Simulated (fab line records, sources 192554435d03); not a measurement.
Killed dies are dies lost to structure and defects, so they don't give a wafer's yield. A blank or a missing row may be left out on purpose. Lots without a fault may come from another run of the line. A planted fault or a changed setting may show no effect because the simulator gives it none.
Which tool did it? | flow n5_finfet | 22 lots, 66 wafers sampled, at 5 steps of a route of 1938

WHAT THE GAUGES READ, wafer by wafer
N5_BEOL_M8_INSPECT_13: inspects for defects (brightfield).
lot  | measured     | on                | raw_defect_count
L075 | day 9 09:28  | defect_inspect-01 | 383 313 358
L074 | day 9 08:31  | defect_inspect-02 | 414 353 331
L077 | day 9 21:04  | defect_inspect-01 | 277 378 331
L076 | day 9 20:50  | defect_inspect-01 | 440 390 295
L078 | day 10 06:46 | defect_inspect-02 | 441 455 401
L080 | day 11 01:31 | defect_inspect-02 | 399 407 371
L081 | day 11 01:45 | defect_inspect-02 | 476 338 367
L082 | day 11 05:43 | defect_inspect-02 | 372 355 415
L084 | day 11 21:46 | defect_inspect-02 | 424 306 384
L086 | day 12 13:22 | defect_inspect-02 | 351 265 326
L085 | day 12 15:40 | defect_inspect-02 | 319 357 340
L089 | day 12 21:03 | defect_inspect-02 | 417 599 348
L087 | day 13 01:08 | defect_inspect-02 | 325 274 322
L088 | day 13 01:40 | defect_inspect-01 | 452 338 375
L090 | day 13 15:32 | defect_inspect-01 | 387 259 341
L091 | day 13 19:38 | defect_inspect-01 | 286 283 354
L093 | day 13 19:27 | defect_inspect-02 | 437 522 497
L092 | day 14 01:27 | defect_inspect-01 | 585 416 553
L094 | day 14 01:57 | defect_inspect-02 | 373 363 355
L097 | day 15 01:29 | defect_inspect-01 | 399 441 413
L095 | day 15 01:50 | defect_inspect-02 | 438 637 340
L096 | day 15 05:28 | defect_inspect-01 | 340 384 376

WHICH TOOL RAN EACH LOT (tool, then ch and the chambers of the sampled wafers, then the start)
lot  | N5_BEOL_M7_STRIP_67                | N5_BEOL_M7_STRIP_19                | N5_BEOL_M7_VIA_ETCH_34             | N5_BEOL_M7_STRIP_80
L075 | rie_diel-02 ch 0,2,3, day 8 22:47  | rie_diel-02 ch 0,1,2, day 8 23:07  | rie_diel-02 ch 0,2, day 9 01:55    | rie_diel-02 ch 0,2, day 9 09:28 or earlier
L074 | rie_diel-02 ch 0,1, day 8 23:05    | rie_diel-02 ch 0,2,3, day 8 23:24  | rie_diel-01 ch 1,2,3, day 9 01:29  | rie_diel-01 ch 1,2,3, day 9 08:31 or earlier
L077 | rie_diel-06 ch 0,3, day 9 13:41    | rie_diel-02 ch 0,2, day 9 13:50    | rie_diel-06 ch 0,1,2, day 9 14:31  | rie_diel-06 ch 0,1,2, day 9 21:04 or earlier
L076 | rie_diel-02 ch 0,1,2, day 9 13:43  | rie_diel-01 ch 0,1, day 9 14:05    | rie_diel-02 ch 2,3, day 9 15:46    | rie_diel-02 ch 2,3, day 9 20:50 or earlier
L078 | rie_diel-01 ch 1,2,3, day 9 18:14  | rie_diel-01 ch 0,2,3, day 9 18:23  | rie_diel-02 ch 0,2,3, day 9 22:16  | rie_diel-02 ch 0,2,3, day 10 06:46 or earlier
L080 | rie_diel-01 ch 0,2,3, day 10 16:45 | rie_diel-06 ch 0,1,3, day 10 16:56 | rie_diel-02 ch 0,2,3, day 10 18:37 | rie_diel-02 ch 0,2,3, day 11 01:31 or earlier
L081 | rie_diel-01 ch 1,3, day 10 17:02   | rie_diel-02 ch 0,2,3, day 10 17:13 | rie_diel-01 ch 0,1, day 10 18:47   | rie_diel-01 ch 0,1, day 11 01:45 or earlier
L082 | rie_diel-01 ch 0,1, day 10 22:11   | rie_diel-01 ch 0,2, day 10 22:26   | rie_diel-01 ch 0,1,2, day 11 00:37 | rie_diel-01 ch 0,1,2, day 11 05:43 or earlier
L084 | rie_diel-06 ch 0,2, day 11 14:38   | rie_diel-06 ch 0,2, day 11 15:09   | rie_diel-02 ch 0,3, day 11 16:23   | rie_diel-02 ch 0,3, day 11 21:46 or earlier
L086 | rie_diel-01 ch 2,3, day 12 04:26   | rie_diel-02 ch 0,1,2, day 12 04:52 | rie_diel-02 ch 0,3, day 12 06:30   | rie_diel-02 ch 0,3, day 12 13:22 or earlier
L085 | rie_diel-01 ch 0,1,2, day 12 07:41 | rie_diel-06 ch 0,2,3, day 12 07:57 | rie_diel-01 ch 0,1,3, day 12 08:52 | rie_diel-01 ch 0,1,3, day 12 15:40 or earlier
L089 | rie_diel-02 ch 0,1,2, day 12 13:01 | rie_diel-02 ch 0,2,3, day 12 13:18 | rie_diel-02 ch 1,2,3, day 12 15:09 | rie_diel-02 ch 1,2,3, day 12 21:03 or earlier
L087 | rie_diel-02 ch 0,1,3, day 12 13:35 | rie_diel-01 ch 0,2,3, day 12 13:44 | rie_diel-01 ch 1,2, day 12 15:19   | rie_diel-01 ch 1,2, day 13 01:08 or earlier
L088 | rie_diel-06 ch 0,2,3, day 12 16:53 | rie_diel-06 ch 0,2,3, day 12 17:02 | rie_diel-02 ch 0,2,3, day 12 19:56 | rie_diel-02 ch 0,2,3, day 13 01:40 or earlier
L090 | rie_diel-02 ch 0,2, day 13 08:53   | rie_diel-02 ch 0,1,2, day 13 09:02 | rie_diel-02 ch 0,1,2, day 13 09:43 | rie_diel-02 ch 0,1,2, day 13 15:32 or earlier
L091 | rie_diel-06 ch 1,2,3, day 13 12:59 | rie_diel-02 ch 0,2,3, day 13 13:10 | rie_diel-02 ch 1,2,3, day 13 15:07 | rie_diel-02 ch 1,2,3, day 13 19:38 or earlier
L093 | rie_diel-01 ch 0,1,2, day 13 13:11 | rie_diel-01 ch 0,1, day 13 13:20   | rie_diel-02 ch 2,3, day 13 14:43   | rie_diel-02 ch 2,3, day 13 19:27 or earlier
L092 | rie_diel-01 ch 0,1,3, day 13 18:23 | rie_diel-02 ch 0,3, day 13 18:33   | rie_diel-02 ch 0,1,2, day 13 19:17 | rie_diel-02 ch 0,1,2, day 14 01:27 or earlier
L094 | rie_diel-06 ch 0,2,3, day 13 18:31 | rie_diel-06 ch 0,1,2, day 13 18:40 | rie_diel-06 ch 0,1,2, day 13 20:46 | rie_diel-06 ch 0,1,2, day 14 01:57 or earlier
L097 | rie_diel-02 ch 0,1,3, day 14 14:07 | rie_diel-01 ch 0,1,2, day 14 14:17 | rie_diel-01 ch 0,3, day 14 19:06   | rie_diel-01 ch 0,3, day 15 01:29 or earlier
L095 | rie_diel-06 ch 1,2,3, day 14 17:48 | rie_diel-02 ch 2,3, day 14 17:58   | rie_diel-06 ch 2,3, day 14 19:37   | rie_diel-06 ch 2,3, day 15 01:50 or earlier
L096 | rie_diel-06 ch 0,2, day 14 23:31   | rie_diel-06 ch 2,3, day 14 23:40   | rie_diel-02 ch 0,1,3, day 15 00:58 | rie_diel-02 ch 0,1,3, day 15 05:28 or earlier
- N5_BEOL_M7_STRIP_67: strips in CF4.
- N5_BEOL_M7_STRIP_19: strips in O2.
- N5_BEOL_M7_VIA_ETCH_34: etches SiCOH lowk in C4F6/O2, target depth 125.5 nm, time 50.5 s.
- N5_BEOL_M7_STRIP_80: strips in N2/H2, time 10 s.

WHAT THE TOOLS THEMSELVES READ (means of the sampled wafers that have a number; where no wafer has one, the mark that the record gives instead)
N5_BEOL_M7_STRIP_67.
lot  | tool        | drypump_motor_current_A (A) | oes_product_au (a.u.) | power_w (W) | rf_vpp_V (V) | showerhead_plenum_p_Torr (Torr) | throttle_valve_pct (%)
L075 | rie_diel-02 | 5.4                         | 0.79                  | 300.9       | 272.3        | 1.81                            | 13.46
L074 | rie_diel-02 | 5.9                         | 0.81                  | 300.4       | 270.7        | 1.78                            | 13.34
L077 | rie_diel-06 | 5.5                         | 0.71                  | 301.0       | 270.7        | 1.76                            | 13.79
L076 | rie_diel-02 | 5.6                         | 0.79                  | 300.0       | 270.8        | 1.78                            | 13.41
L078 | rie_diel-01 | 5.6                         | 0.71                  | 300.2       | 270.7        | 1.81                            | 13.71
L080 | rie_diel-01 | 5.8                         | 0.73                  | 300.6       | 270.1        | 1.74                            | 13.56
L081 | rie_diel-01 | 5.4                         | 0.70                  | 299.6       | 271.2        | 1.80                            | 13.81
L082 | rie_diel-01 | 5.2                         | 0.74                  | 300.2       | 269.6        | 1.73                            | 13.57
L084 | rie_diel-06 | 5.2                         | 0.73                  | 300.6       | 270.1        | 1.74                            | 13.75
L086 | rie_diel-01 | 6.1                         | 0.80                  | 300.4       | 270.9        | 1.78                            | 13.44
L085 | rie_diel-01 | 5.5                         | 0.72                  | 299.4       | 270.3        | 1.76                            | 13.63
L089 | rie_diel-02 | 5.5                         | 0.77                  | 299.6       | 271.9        | 1.77                            | 13.46
L087 | rie_diel-02 | 5.8                         | 0.78                  | 299.4       | 271.2        | 1.80                            | 13.47
L088 | rie_diel-06 | 5.3                         | 0.80                  | 300.2       | 271.9        | 1.80                            | 13.57
L090 | rie_diel-02 | 5.2                         | 0.79                  | 301.3       | 271.7        | 1.83                            | 13.41
L091 | rie_diel-06 | 5.2                         | 0.80                  | 300.0       | 271.0        | 1.78                            | 13.51
L093 | rie_diel-01 | 5.5                         | 0.71                  | 300.2       | 270.3        | 1.76                            | 13.64
L092 | rie_diel-01 | 5.3                         | 0.80                  | 299.8       | 269.0        | 1.76                            | 13.53
L094 | rie_diel-06 | 5.4                         | 0.78                  | 300.0       | 271.4        | 1.80                            | 13.59
L097 | rie_diel-02 | 5.8                         | 0.76                  | 301.0       | 271.0        | 1.80                            | 13.49
L095 | rie_diel-06 | 5.2                         | 0.79                  | 299.5       | 271.1        | 1.78                            | 13.53
L096 | rie_diel-06 | 5.2                         | 0.70                  | 300.3       | 269.7        | 1.74                            | 13.81

N5_BEOL_M7_STRIP_19.
lot  | tool        | drypump_motor_current_A (A) | oes_product_au (a.u.) | rf_vpp_V (V) | showerhead_plenum_p_Torr (Torr) | throttle_valve_pct (%)
L075 | rie_diel-02 | 5.6                         | 0.80                  | 3.5          | 2.08                            | 16.47
L074 | rie_diel-02 | 5.4                         | 0.79                  | 3.9          | 2.11                            | 16.51
L077 | rie_diel-02 | 5.2                         | 0.78                  | 3.7          | 2.07                            | 16.49
L076 | rie_diel-01 | 4.9                         | 0.73                  | 3.8          | 2.09                            | 16.77
L078 | rie_diel-01 | 5.8                         | 0.72                  | 3.5          | 2.03                            | 16.60
L080 | rie_diel-06 | 5.4                         | 0.71                  | 4.2          | 2.02                            | 16.79
L081 | rie_diel-02 | 5.4                         | 0.78                  | 3.6          | 2.10                            | 16.53
L082 | rie_diel-01 | 6.0                         | 0.73                  | 4.2          | 2.04                            | 16.56
L084 | rie_diel-06 | 5.2                         | 0.72                  | 4.0          | 2.02                            | 16.76
L086 | rie_diel-02 | 5.5                         | 0.77                  | 3.9          | 2.07                            | 16.51
L085 | rie_diel-06 | 5.4                         | 0.80                  | 3.5          | 2.10                            | 16.62
L089 | rie_diel-02 | 5.4                         | 0.77                  | 4.0          | 2.10                            | 16.55
L087 | rie_diel-01 | 5.8                         | 0.81                  | 3.2          | 2.03                            | 16.48
L088 | rie_diel-06 | 5.4                         | 0.80                  | 4.1          | 2.10                            | 16.64
L090 | rie_diel-02 | 5.5                         | 0.76                  | 3.3          | 2.07                            | 16.53
L091 | rie_diel-02 | 5.4                         | 0.76                  | 4.2          | 2.09                            | 16.57
L093 | rie_diel-01 | 5.2                         | 0.72                  | 3.7          | 2.00                            | 16.68
L092 | rie_diel-02 | 5.5                         | 0.80                  | 3.7          | 2.17                            | 16.50
L094 | rie_diel-06 | 5.1                         | 0.72                  | 3.4          | 2.02                            | 16.82
L097 | rie_diel-01 | 5.5                         | 0.70                  | 3.3          | 2.05                            | 16.72
L095 | rie_diel-02 | 5.4                         | 0.72                  | 3.6          | 2.02                            | 16.65
L096 | rie_diel-06 | 5.2                         | 0.78                  | 3.6          | 2.07                            | 16.55

N5_BEOL_M7_VIA_ETCH_34.
lot  | tool        | drypump_motor_current_A (A) | oes_o_777_au (a.u.) | oes_product_au (a.u.) | rf_vpp_V (V) | showerhead_plenum_p_Torr (Torr) | throttle_valve_pct (%)
L075 | rie_diel-02 | 5.2                         | 0.82                | 0.83                  | 667          | 2.92                            | 20.63
L074 | rie_diel-01 | 5.6                         | 0.71                | 0.71                  | 664          | 2.87                            | 20.96
L077 | rie_diel-06 | 5.2                         | 0.74                | 0.74                  | 660          | 2.78                            | 21.03
L076 | rie_diel-02 | 5.6                         | 0.76                | 0.76                  | 667          | 2.81                            | 20.83
L078 | rie_diel-02 | 5.4                         | 0.79                | 0.79                  | 667          | 2.86                            | 20.74
L080 | rie_diel-02 | 5.4                         | 0.78                | 0.78                  | 666          | 2.86                            | 20.76
L081 | rie_diel-01 | 5.2                         | 0.76                | 0.75                  | 661          | 2.74                            | 20.88
L082 | rie_diel-01 | 5.5                         | 0.74                | 0.72                  | 663          | 2.80                            | 20.89
L084 | rie_diel-02 | 5.7                         | 0.79                | 0.78                  | 669          | 2.89                            | 20.77
L086 | rie_diel-02 | 5.5                         | 0.81                | 0.80                  | 669          | 2.95                            | 20.68
L085 | rie_diel-01 | 5.3                         | 0.81                | 0.81                  | 664          | 2.80                            | 20.86
L089 | rie_diel-02 | 5.8                         | 0.75                | 0.74                  | 662          | 2.76                            | 20.81
L087 | rie_diel-01 | 5.2                         | 0.70                | 0.68                  | 665          | 2.90                            | 21.07
L088 | rie_diel-02 | 5.4                         | 0.77                | 0.77                  | 667          | 2.85                            | 20.77
L090 | rie_diel-02 | 5.5                         | 0.77                | 0.76                  | 664          | 2.81                            | 20.73
L091 | rie_diel-02 | 5.8                         | 0.74                | 0.73                  | 663          | 2.75                            | 20.81
L093 | rie_diel-02 | 5.6                         | 0.74                | 0.73                  | 666          | 2.80                            | 20.87
L092 | rie_diel-02 | 5.6                         | 0.76                | 0.76                  | 663          | 2.80                            | 20.72
L094 | rie_diel-06 | 5.1                         | 0.72                | 0.71                  | 660          | 2.76                            | 21.08
L097 | rie_diel-01 | 5.5                         | 0.82                | 0.80                  | 660          | 2.69                            | 20.73
L095 | rie_diel-06 | 5.2                         | 0.78                | 0.78                  | 657          | 2.82                            | 20.83
L096 | rie_diel-02 | 5.8                         | 0.77                | 0.75                  | 665          | 2.84                            | 20.74

N5_BEOL_M7_STRIP_80.
lot  | tool        | drypump_motor_current_A (A) | oes_product_au (a.u.) | rf_vpp_V (V) | showerhead_plenum_p_Torr (Torr) | throttle_valve_pct (%)
L075 | rie_diel-02 | 5.2                         | 0.83                  | 58.7         | 2.60                            | 23.52
L074 | rie_diel-01 | 5.6                         | 0.71                  | 59.4         | 2.55                            | 23.74
L077 | rie_diel-06 | 5.1                         | 0.75                  | 59.5         | 2.46                            | 23.76
L076 | rie_diel-02 | 5.6                         | 0.76                  | 58.0         | 2.50                            | 23.56
L078 | rie_diel-02 | 5.4                         | 0.79                  | 59.7         | 2.55                            | 23.55
L080 | rie_diel-02 | 5.4                         | 0.78                  | 60.3         | 2.55                            | 23.56
L081 | rie_diel-01 | 5.2                         | 0.74                  | 58.7         | 2.43                            | 23.60
L082 | rie_diel-01 | 5.5                         | 0.72                  | 59.5         | 2.49                            | 23.58
L084 | rie_diel-02 | 5.7                         | 0.78                  | 59.8         | 2.58                            | 23.53
L086 | rie_diel-02 | 5.5                         | 0.80                  | 59.3         | 2.63                            | 23.53
L085 | rie_diel-01 | 5.3                         | 0.81                  | 59.7         | 2.48                            | 23.64
L089 | rie_diel-02 | 5.8                         | 0.74                  | 59.5         | 2.46                            | 23.59
L087 | rie_diel-01 | 5.2                         | 0.68                  | 59.3         | 2.58                            | 23.72
L088 | rie_diel-02 | 5.4                         | 0.77                  | 58.5         | 2.54                            | 23.57
L090 | rie_diel-02 | 5.5                         | 0.76                  | 58.9         | 2.50                            | 23.59
L091 | rie_diel-02 | 5.8                         | 0.73                  | 58.9         | 2.45                            | 23.61
L093 | rie_diel-02 | 5.6                         | 0.73                  | 59.6         | 2.49                            | 23.60
L092 | rie_diel-02 | 5.5                         | 0.77                  | 59.9         | 2.50                            | 23.59
L094 | rie_diel-06 | 5.2                         | 0.71                  | 59.3         | 2.45                            | 23.81
L097 | rie_diel-01 | 5.5                         | 0.80                  | 59.2         | 2.39                            | 23.54
L095 | rie_diel-06 | 5.2                         | 0.77                  | 59.1         | 2.51                            | 23.58
L096 | rie_diel-02 | 5.8                         | 0.76                  | 58.9         | 2.54                            | 23.56

THE ANSWER, worked out from the rows above alone
Rule: what is usual is taken from the lots themselves. Put in order of their means at a reading, lots are off if they are a third of the lots or fewer, leave a main group of 4 or more, and stand apart from it by a gap of 3 or more times the standard deviation of the main group's means; of several such gaps the widest counts. A main group whose means are all the same, to the digits that the tables above print for the reading, isn't used. A lot without any number at a reading at which 4 lots or more have one is off too. The other lots that the step has rows for count as sound. The gauges are gone through in route order, then the tools' own readings, and for those a lot's mean is taken as printed above. The first step at which some lot is off is used, and at that step the reading that is off furthest; a lot without a number counts as furthest.
No lot is off at any reading shown: from this, nothing can be told.

WHAT THE SIMULATOR HAD PUT IN
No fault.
